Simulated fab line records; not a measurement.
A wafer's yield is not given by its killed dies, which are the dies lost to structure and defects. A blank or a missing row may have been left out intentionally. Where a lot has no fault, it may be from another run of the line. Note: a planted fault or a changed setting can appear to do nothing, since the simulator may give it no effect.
The tool behind it: which one? | flow n5Finfet | 72 wafers from 24 lots sampled at 6 of the route's 1938 steps

WHAT EACH GAUGE READ, for each wafer
N5_BEOL_M12_OVL_MEAS_11.
lot  | measured     | on         | V11_OVL (nm)
L074 | day 11 04:10 | overlay-02 | -8 -6 -1
L075 | day 11 04:34 | overlay-02 | -7 -1 -2
L076 | day 11 12:52 | overlay-02 | -5 -2 0
L077 | day 11 22:57 | overlay-02 | 3 -3 1
L078 | day 12 01:05 | overlay-02 | 3 2 5
L080 | day 12 17:04 | overlay-01 | -8 -3 -9
L079 | day 12 17:49 | overlay-01 | 1 -9 -4
L081 | day 12 18:24 | overlay-01 | -2 9 6
L083 | day 13 09:00 | overlay-01 | 3 -3 -1
L082 | day 13 12:20 | overlay-02 | -2 -5 -2
L086 | day 13 20:16 | overlay-01 | 2 -5 -6
L084 | day 13 20:31 | overlay-01 | -4 7 -4
L085 | day 14 03:08 | overlay-01 | -4 -3 1
L089 | day 15 01:37 | overlay-01 | 2 5 5
L088 | day 15 02:20 | overlay-01 | 0 4 -7
L087 | day 15 06:16 | overlay-02 | 6 -1 -6
L090 | day 15 07:13 | overlay-02 | -5 -6 -11
L091 | day 15 20:25 | overlay-01 | 1 3 -8
L093 | day 16 07:46 | overlay-01 | -2 4 0
L092 | day 16 08:18 | overlay-02 | 1 4 -4
L094 | day 17 02:46 | overlay-01 | -10 -3 -10
L095 | day 17 05:16 | overlay-02 | 4 -7 3
L097 | day 17 09:29 | overlay-01 | 3 -5 5
L096 | day 17 11:42 | overlay-02 | 2 4 -4

N5_BEOL_M13_INSPECT_12: inspects for defects (macro).
lot  | measured     | on               | rawDefectCount
L074 | day 11 09:56 | defectInspect-01 | 3 1 3
L075 | day 11 12:22 | defectInspect-02 | 1 5 0
L076 | day 11 19:37 | defectInspect-01 | 5 3 2
L077 | day 12 06:37 | defectInspect-01 | 0 3 1
L078 | day 12 06:41 | defectInspect-01 | 3 0 3
L080 | day 13 00:16 | defectInspect-01 | 5 2 1
L079 | day 13 01:13 | defectInspect-01 | 3 3 4
L081 | day 13 01:14 | defectInspect-02 | 4 2 3
L083 | day 13 18:26 | defectInspect-01 | 2 1 3
L082 | day 13 20:14 | defectInspect-01 | 0 3 1
L086 | day 14 00:48 | defectInspect-01 | 1 3 2
L084 | day 14 00:57 | defectInspect-01 | 2 4 1
L085 | day 14 11:29 | defectInspect-01 | 0 2 3
L089 | day 15 08:28 | defectInspect-02 | 2 4 0
L088 | day 15 08:44 | defectInspect-01 | 3 1 1
L087 | day 15 14:10 | defectInspect-01 | 0 3 1
L090 | day 15 14:33 | defectInspect-01 | 7 4 1
L091 | day 16 03:28 | defectInspect-02 | 2 1 4
L093 | day 16 16:38 | defectInspect-02 | 1 1 1
L092 | day 16 20:40 | defectInspect-01 | 2 1 4
L094 | day 17 08:49 | defectInspect-01 | 2 0 5
L095 | day 17 11:25 | defectInspect-01 | 4 2 1
L097 | day 17 17:07 | defectInspect-01 | 3 2 3
L096 | day 17 17:19 | defectInspect-01 | 2 2 3

WHICH TOOL RAN EACH LOT (tool, then ch and the chambers of the sampled wafers, then the start)
lot  | N5_BEOL_M11_SURFACE_TREAT_76 | N5_BEOL_M12_VIA_ETCH_16           | N5_BEOL_M12_SPUTTER_43      | N5_BEOL_M12_CMP_49
L074 | pvdSputter-01, day 11 02:14  | rieDiel-01 ch 0,3, day 11 04:23   | pvdSputter-01, day 11 07:50 | cmp-01 ch 0,2,3, day 11 08:50
L075 | pvdSputter-02, day 11 02:31  | rieDiel-04 ch 2,3, day 11 04:44   | pvdSputter-03, day 11 10:38 | cmp-02 ch 2,3, day 11 11:22
L076 | pvdSputter-03, day 11 11:11  | rieDiel-01 ch 1,2,3, day 11 13:08 | pvdSputter-03, day 11 17:34 | cmp-02 ch 2,3, day 11 18:31
L077 | pvdSputter-03, day 11 20:43  | rieDiel-01 ch 0,1,2, day 11 23:05 | pvdSputter-01, day 12 04:54 | cmp-01 ch 0,1,3, day 12 05:40
L078 | pvdSputter-01, day 11 22:24  | rieDiel-02 ch 1,2,3, day 12 01:21 | pvdSputter-02, day 12 04:59 | cmp-03 ch 1,2,3, day 12 05:42
L080 | pvdSputter-02, day 12 15:10  | rieDiel-01 ch 1,2,3, day 12 17:13 | pvdSputter-03, day 12 22:13 | cmp-03 ch 1,2,3, day 12 23:19
L079 | pvdSputter-02, day 12 15:56  | rieDiel-01 ch 0,2, day 12 17:58   | pvdSputter-02, day 12 22:34 | cmp-01 ch 0,1,3, day 13 00:10
L081 | pvdSputter-01, day 12 16:29  | rieDiel-04 ch 1,2,3, day 12 18:59 | pvdSputter-03, day 12 22:39 | cmp-03 ch 2,3, day 13 00:13
L083 | pvdSputter-02, day 13 06:46  | rieDiel-02 ch 0,2,3, day 13 09:29 | pvdSputter-01, day 13 16:35 | cmp-01 ch 1,2,3, day 13 17:22
L082 | pvdSputter-01, day 13 10:26  | rieDiel-01 ch 1,2, day 13 12:29   | pvdSputter-02, day 13 17:59 | cmp-03 ch 0,2,3, day 13 19:12
L086 | pvdSputter-03, day 13 18:25  | rieDiel-02 ch 1,3, day 13 20:25   | pvdSputter-01, day 13 22:40 | cmp-02 ch 0,2,3, day 13 23:46
L084 | pvdSputter-02, day 13 18:41  | rieDiel-02 ch 1,2, day 13 20:41   | pvdSputter-02, day 13 22:49 | cmp-01 ch 0,1, day 13 23:58
L085 | pvdSputter-02, day 14 01:20  | rieDiel-01 ch 0,1,2, day 14 03:17 | pvdSputter-03, day 14 07:14 | cmp-02 ch 2,3, day 14 10:22
L089 | pvdSputter-02, day 14 22:07  | rieDiel-01 ch 0,1,3, day 15 01:53 | pvdSputter-02, day 15 05:32 | cmp-01 ch 1,3, day 15 07:23
L088 | pvdSputter-02, day 14 22:28  | rieDiel-01 ch 0,2,3, day 15 02:35 | pvdSputter-02, day 15 05:51 | cmp-02 ch 0,2,3, day 15 07:37
L087 | pvdSputter-02, day 15 03:01  | rieDiel-04 ch 1,2, day 15 06:25   | pvdSputter-03, day 15 12:08 | cmp-02 ch 0,2,3, day 15 13:12
L090 | pvdSputter-03, day 15 04:35  | rieDiel-01 ch 0,1,2, day 15 07:22 | pvdSputter-02, day 15 12:31 | cmp-01 ch 0,1,3, day 15 13:26
L091 | pvdSputter-01, day 15 15:33  | rieDiel-01 ch 2,3, day 15 20:34   | pvdSputter-02, day 15 23:29 | cmp-01 ch 0,1, day 16 02:30
L093 | pvdSputter-01, day 16 03:08  | rieDiel-04 ch 1,2,3, day 16 07:54 | pvdSputter-02, day 16 10:08 | cmp-03 ch 0,1,3, day 16 15:36
L092 | pvdSputter-02, day 16 04:39  | rieDiel-04 ch 0,2,3, day 16 08:27 | pvdSputter-02, day 16 15:38 | cmp-03 ch 0,2,3, day 16 19:41
L094 | pvdSputter-01, day 16 21:58  | rieDiel-01 ch 0,1,3, day 17 02:58 | pvdSputter-01, day 17 07:02 | cmp-01 ch 0,3, day 17 07:46
L095 | pvdSputter-01, day 17 03:34  | rieDiel-02 ch 0,1,3, day 17 05:26 | pvdSputter-03, day 17 09:22 | cmp-03 ch 0,1,3, day 17 10:31
L097 | pvdSputter-02, day 17 07:47  | rieDiel-02 ch 0,1,3, day 17 09:38 | pvdSputter-01, day 17 14:52 | cmp-01 ch 0,1,2, day 17 15:56
L096 | pvdSputter-03, day 17 09:36  | rieDiel-01 ch 0,1,3, day 17 11:51 | pvdSputter-01, day 17 15:11 | cmp-02 ch 1,2,3, day 17 16:16
- N5_BEOL_M11_SURFACE_TREAT_76
- N5_BEOL_M12_VIA_ETCH_16: etches SiOC in C4F8/O2/Ar, target depth 724.8 nm.
- N5_BEOL_M12_SPUTTER_43: material TaN, target thk 15 nm, time 24.19 s.
- N5_BEOL_M12_CMP_49: polishes, stops on SiOC, t overpolish 20.6 s, target thk 320 nm.

AS READ BY THE TOOLS THEMSELVES (means over the sampled wafers that have a number; for cases with no such wafer, the mark the record gives instead)
N5_BEOL_M12_VIA_ETCH_16.
lot  | tool       | drypumpMotorCurrentA (A) | oesProductAu (a.u.) | rfVppV (V) | showerheadPlenumPTorr (Torr) | throttleValvePct (%)
L074 | rieDiel-01 | 5.7                      | 0.67                | 662        | 3.29                         | 24.38
L075 | rieDiel-04 | 5.0                      | 0.73                | 667        | 3.49                         | 24.34
L076 | rieDiel-01 | 5.6                      | 0.69                | 664        | 3.34                         | 24.14
L077 | rieDiel-01 | 5.9                      | 0.69                | 663        | 3.32                         | 24.06
L078 | rieDiel-02 | 5.3                      | 0.69                | 667        | 3.49                         | 24.28
L080 | rieDiel-01 | 5.6                      | 0.68                | 663        | 3.33                         | 24.16
L079 | rieDiel-01 | 5.9                      | 0.67                | 664        | 3.34                         | 23.96
L081 | rieDiel-04 | 5.4                      | 0.69                | 667        | 3.48                         | 24.34
L083 | rieDiel-02 | 5.6                      | 0.69                | 666        | 3.42                         | 24.22
L082 | rieDiel-01 | 5.7                      | 0.68                | 664        | 3.36                         | 23.94
L086 | rieDiel-02 | 5.1                      | 0.68                | 665        | 3.43                         | 24.29
L084 | rieDiel-02 | 5.4                      | 0.65                | 666        | 3.48                         | 24.35
L085 | rieDiel-01 | 5.9                      | 0.67                | 663        | 3.31                         | 24.07
L089 | rieDiel-01 | 5.8                      | 0.66                | 661        | 3.28                         | 24.30
L088 | rieDiel-01 | 5.8                      | 0.66                | 663        | 3.30                         | 24.20
L087 | rieDiel-04 | 5.5                      | 0.69                | 666        | 3.46                         | 24.44
L090 | rieDiel-01 | 5.8                      | 0.66                | 662        | 3.31                         | 24.08
L091 | rieDiel-01 | 5.5                      | 0.64                | 662        | 3.31                         | 24.31
L093 | rieDiel-04 | 5.4                      | 0.75                | 666        | 3.47                         | 24.29
L092 | rieDiel-04 | 5.3                      | 0.79                | 667        | 3.51                         | 24.11
L094 | rieDiel-01 | 5.8                      | 0.65                | 661        | 3.27                         | 24.33
L095 | rieDiel-02 | 5.4                      | 0.66                | 664        | 3.35                         | 24.26
L097 | rieDiel-02 | 5.4                      | 0.66                | 663        | 3.35                         | 24.26
L096 | rieDiel-01 | 5.8                      | 0.64                | 660        | 3.27                         | 24.32

N5_BEOL_M12_SPUTTER_43.
lot  | tool          | chamberPressurePa (Pa) | throttleValvePct (%)
L074 | pvdSputter-01 | 0.11996                | 30.8
L075 | pvdSputter-03 | 0.12011                | 30.8
L076 | pvdSputter-03 | 0.12000                | 30.3
L077 | pvdSputter-01 | 0.12013                | 30.5
L078 | pvdSputter-02 | 0.12033                | 30.5
L080 | pvdSputter-03 | 0.12006                | 30.7
L079 | pvdSputter-02 | 0.11998                | 29.3
L081 | pvdSputter-03 | 0.11998                | 30.4
L083 | pvdSputter-01 | 0.12001                | 29.9
L082 | pvdSputter-02 | 0.12014                | 28.9
L086 | pvdSputter-01 | 0.12042                | 29.9
L084 | pvdSputter-02 | 0.11997                | 30.0
L085 | pvdSputter-03 | 0.11994                | 30.4
L089 | pvdSputter-02 | 0.11999                | 29.8
L088 | pvdSputter-02 | 0.12012                | 29.9
L087 | pvdSputter-03 | 0.12010                | 30.5
L090 | pvdSputter-02 | 0.11996                | 29.6
L091 | pvdSputter-02 | 0.11998                | 30.3
L093 | pvdSputter-02 | 0.11989                | 29.1
L092 | pvdSputter-02 | 0.12024                | 30.0
L094 | pvdSputter-01 | 0.11988                | 29.7
L095 | pvdSputter-03 | 0.12020                | 30.5
L097 | pvdSputter-01 | 0.11987                | 30.3
L096 | pvdSputter-01 | 0.12016                | 29.2

N5_BEOL_M12_CMP_49.
lot  | tool   | barrierFieldEndpointS (s) | motorCurrentA (A) | overpolishRunS (s) | retainingRingPressureFrac
L074 | cmp-01 | 30.1                      | 6.1               | 20.602             | 1.002
L075 | cmp-02 | 29.7                      | 6.3               | 20.601             | 1.000
L076 | cmp-02 | 30.3                      | 6.7               | 20.603             | 1.001
L077 | cmp-01 | 30.0                      | 6.2               | 20.601             | 0.997
L078 | cmp-03 | 30.2                      | 6.3               | 20.600             | 1.001
L080 | cmp-03 | 30.0                      | 6.2               | 20.608             | 1.001
L079 | cmp-01 | 30.7                      | 6.1               | 20.612             | 0.999
L081 | cmp-03 | 31.0                      | 6.6               | 20.601             | 0.998
L083 | cmp-01 | 28.7                      | 6.1               | 20.602             | 1.002
L082 | cmp-03 | 30.8                      | 6.0               | 20.596             | 1.002
L086 | cmp-02 | 30.7                      | 6.5               | 20.601             | 0.999
L084 | cmp-01 | 30.4                      | 6.8               | 20.602             | 1.001
L085 | cmp-02 | 30.6                      | 6.5               | 20.604             | 1.000
L089 | cmp-01 | 29.1                      | 5.6               | 20.607             | 1.004
L088 | cmp-02 | 31.1                      | 6.2               | 20.612             | 0.996
L087 | cmp-02 | 30.9                      | 6.6               | 20.607             | 0.993
L090 | cmp-01 | 29.3                      | 6.1               | 20.609             | 1.003
L091 | cmp-01 | 31.0                      | 6.5               | 20.604             | 0.998
L093 | cmp-03 | 31.0                      | 5.9               | 20.596             | 0.998
L092 | cmp-03 | 31.7                      | 6.1               | 20.595             | 1.000
L094 | cmp-01 | 30.5                      | 6.2               | 20.603             | 1.002
L095 | cmp-03 | 30.2                      | 6.0               | 20.594             | 0.998
L097 | cmp-01 | 31.2                      | 6.6               | 20.591             | 1.002
L096 | cmp-02 | 29.8                      | 6.0               | 20.601             | 1.000

THE ANSWER, worked out from the rows above alone
Rule: what is usual is taken from the lots themselves. The widest of any qualifying gaps counts: lots, ordered by their means at a reading, are off when they make up no more than a third of the lots, leave a main group of 4 or more, and stand apart from it by 3 or more times the standard deviation of that group's means. A main group is skipped when, at the precision printed for the reading in the tables above, its means are all equal. Also off: a lot with no number at a reading for which 4 or more lots have one. Any other lot the step has rows for is counted as sound. After the gauges, taken in route order, come the tools' own readings; for these a lot's mean is taken, as printed above. The first step at which some lot is off is used, and at that step the reading that is off furthest; a lot without a number counts as furthest.
No lot is off at any reading shown: from this, nothing can be told.

WHAT THE SIMULATOR PUT IN
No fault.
